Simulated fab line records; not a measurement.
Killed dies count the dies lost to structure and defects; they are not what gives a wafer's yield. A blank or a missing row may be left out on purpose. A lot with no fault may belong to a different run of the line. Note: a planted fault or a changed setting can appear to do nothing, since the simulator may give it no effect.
Split-lot trial / flow n5_finfet / 7 lots, 21 wafers read, on a route of 1938 steps

## THE SPLIT ITSELF
At N5_BEOL_M1_COAT_62 (time 60 s, resist thk 12 nm), the setting spin_rpm was moved away from the recipe's 1500 rpm on 6 of the 21 wafers read, by +4.7% to +10.5%. This setting was run at the recipe's value on the other wafers.

## FROM THE SPLIT TO THE READING: what the file shows between them, 5 steps
- N5_BEOL_M1_COAT_73: time 60 s, resist thk 5 nm (also split here: spin_rpm)
- N5_BEOL_M1_COAT_05: resist thk 30 nm
- N5_BEOL_M1_EBR_07
- N5_BEOL_M1_DESCUM_16: chemistry O2, time 7 s
- N5_BEOL_M1_ETCH_74: etches underlayer in N2/H2, target depth 6.5 nm, time 5.2 s

## THE READING
etch.depth_nm (the simulator's own value, which no gauge read), in nm, at N5_BEOL_M1_ETCH_63 (etches SiARC in CF4, target depth 15.6 nm, time 26 s). The file does not state a usual value for it. Across the 15 wafers here that went through the recipe, the average is 12.00 nm and the standard deviation 0.035 nm.

wafer=L076.1; tool, chamber at the split=litho_track-02, 0; spin_rpm as run, rpm=1500; against the recipe=recipe; etch.depth_nm, nm=11.98; against lot-mates on the recipe=-
wafer=L076.4; tool, chamber at the split=litho_track-02, 0; spin_rpm as run, rpm=1500; against the recipe=recipe; etch.depth_nm, nm=11.97; against lot-mates on the recipe=-
wafer=L076.6; tool, chamber at the split=litho_track-02, 0; spin_rpm as run, rpm=1500; against the recipe=recipe; etch.depth_nm, nm=11.97; against lot-mates on the recipe=-
wafer=L081.1; tool, chamber at the split=litho_track-02, 0; spin_rpm as run, rpm=1500; against the recipe=recipe; etch.depth_nm, nm=12.02; against lot-mates on the recipe=-
wafer=L081.3; tool, chamber at the split=litho_track-02, 0; spin_rpm as run, rpm=1500; against the recipe=recipe; etch.depth_nm, nm=12.02; against lot-mates on the recipe=-
wafer=L081.2; tool, chamber at the split=litho_track-02, 0; spin_rpm as run, rpm=1500; against the recipe=recipe; etch.depth_nm, nm=12; against lot-mates on the recipe=-
wafer=L083.1; tool, chamber at the split=litho_track-02, 0; spin_rpm as run, rpm=1658; against the recipe=+10.5%; etch.depth_nm, nm=11.33; against lot-mates on the recipe=-0.60
wafer=L083.4; tool, chamber at the split=litho_track-02, 0; spin_rpm as run, rpm=1500; against the recipe=recipe; etch.depth_nm, nm=11.93; against lot-mates on the recipe=-
wafer=L083.5; tool, chamber at the split=litho_track-02, 0; spin_rpm as run, rpm=1658; against the recipe=+10.5%; etch.depth_nm, nm=11.36; against lot-mates on the recipe=-0.57
wafer=L088.1; tool, chamber at the split=litho_track-01, 0; spin_rpm as run, rpm=1645; against the recipe=+9.7%; etch.depth_nm, nm=11.46; against lot-mates on the recipe=no lot-mate on the recipe
wafer=L088.2; tool, chamber at the split=litho_track-01, 0; spin_rpm as run, rpm=1645; against the recipe=+9.7%; etch.depth_nm, nm=11.48; against lot-mates on the recipe=no lot-mate on the recipe
wafer=L088.3; tool, chamber at the split=litho_track-01, 0; spin_rpm as run, rpm=1645; against the recipe=+9.7%; etch.depth_nm, nm=11.49; against lot-mates on the recipe=no lot-mate on the recipe
wafer=L089.3; tool, chamber at the split=litho_track-01, 0; spin_rpm as run, rpm=1500; against the recipe=recipe; etch.depth_nm, nm=12.06; against lot-mates on the recipe=-
wafer=L089.4; tool, chamber at the split=litho_track-01, 0; spin_rpm as run, rpm=1500; against the recipe=recipe; etch.depth_nm, nm=12.03; against lot-mates on the recipe=-
wafer=L089.6; tool, chamber at the split=litho_track-01, 0; spin_rpm as run, rpm=1500; against the recipe=recipe; etch.depth_nm, nm=12.04; against lot-mates on the recipe=-
wafer=L096.1; tool, chamber at the split=litho_track-01, 0; spin_rpm as run, rpm=1500; against the recipe=recipe; etch.depth_nm, nm=11.96; against lot-mates on the recipe=-
wafer=L096.4; tool, chamber at the split=litho_track-01, 0; spin_rpm as run, rpm=1500; against the recipe=recipe; etch.depth_nm, nm=12.03; against lot-mates on the recipe=-
wafer=L096.6; tool, chamber at the split=litho_track-01, 0; spin_rpm as run, rpm=1500; against the recipe=recipe; etch.depth_nm, nm=11.97; against lot-mates on the recipe=-
wafer=L097.3; tool, chamber at the split=litho_track-02, 0; spin_rpm as run, rpm=1500; against the recipe=recipe; etch.depth_nm, nm=11.98; against lot-mates on the recipe=-
wafer=L097.4; tool, chamber at the split=litho_track-02, 0; spin_rpm as run, rpm=1500; against the recipe=recipe; etch.depth_nm, nm=12.02; against lot-mates on the recipe=-
wafer=L097.6; tool, chamber at the split=litho_track-02, 0; spin_rpm as run, rpm=1571; against the recipe=+4.7%; etch.depth_nm, nm=11.72; against lot-mates on the recipe=-0.28

THE FIT
A straight line over all 21 wafers: etch.depth_nm changes by -0.0577 nm for each +1% of spin_rpm; r = -0.99; the points scatter about the line by 0.038 nm.
The same after taking each lot's own level away (the mean of its wafers on the recipe; 18 wafers): -0.0558 nm for each +1%; r = -1.00; scatter 0.018 nm.
That fit puts the effect of the largest move of spin_rpm on the reading at 0.59 nm.
The span of the lots' own levels, 11.930 to 12.043 nm, comes to 3.3 times the standard deviation stated above.
So the lot-to-lot level changes the slope little: the two slopes agree.
Check: -0.579 nm against its lot-mates is what the line predicts for one of the wafers moved furthest among these (+10.5%) when that wafer is left out of the fit. It came out at -0.6 nm against them.

## ADDITIONAL SPLITS CARRIED BY THESE WAFERS
These wafers also went through other splits before the reading. Each is held against what the fit with the lots' levels taken away leaves over:
other split on the same wafers=N5_MOL_CONTACT_COAG_COAT_64 spin_rpm; wafers away from the commonest value=8; r with etch.depth_nm (lot level and that fit taken away)=-0.28
other split on the same wafers=N5_BEOL_M0_SAQP_PECVD_03 time_s; wafers away from the commonest value=5; r with etch.depth_nm (lot level and that fit taken away)=+0.01
other split on the same wafers=N5_BEOL_M0_SAQP_EXPOSE_11 dose_mj; wafers away from the commonest value=5; r with etch.depth_nm (lot level and that fit taken away)=-0.26
other split on the same wafers=N5_BEOL_M0_ETCH_109 bias_w; wafers away from the commonest value=9; r with etch.depth_nm (lot level and that fit taken away)=-0.12
other split on the same wafers=N5_BEOL_M1_COAT_73 spin_rpm; wafers away from the commonest value=7; r with etch.depth_nm (lot level and that fit taken away)=+0.14

## THE WHOLE CHAIN: every reading that the file lists as answering this split, in the file's order
step=N5_BEOL_M1_COAT_62; what it does=time 60 s, resist thk 12 nm; reading=SiARC_of_BEOL_M1_COAT_62.thk_nm (the simulator's own value, which no gauge read); change (the file's fit)=-0.0545 nm for each +1% of the setting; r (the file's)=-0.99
step=N5_BEOL_M1_ETCH_63; what it does=etches SiARC in CF4, target depth 15.6 nm, time 26 s; reading=etch.depth_nm (the simulator's own value, which no gauge read); change (the file's fit)=-0.0559 nm for each +1% of the setting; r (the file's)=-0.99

## FILE'S OWN FIT
etch.depth_nm changes by -0.0559 nm for each +1% of spin_rpm, r = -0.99.
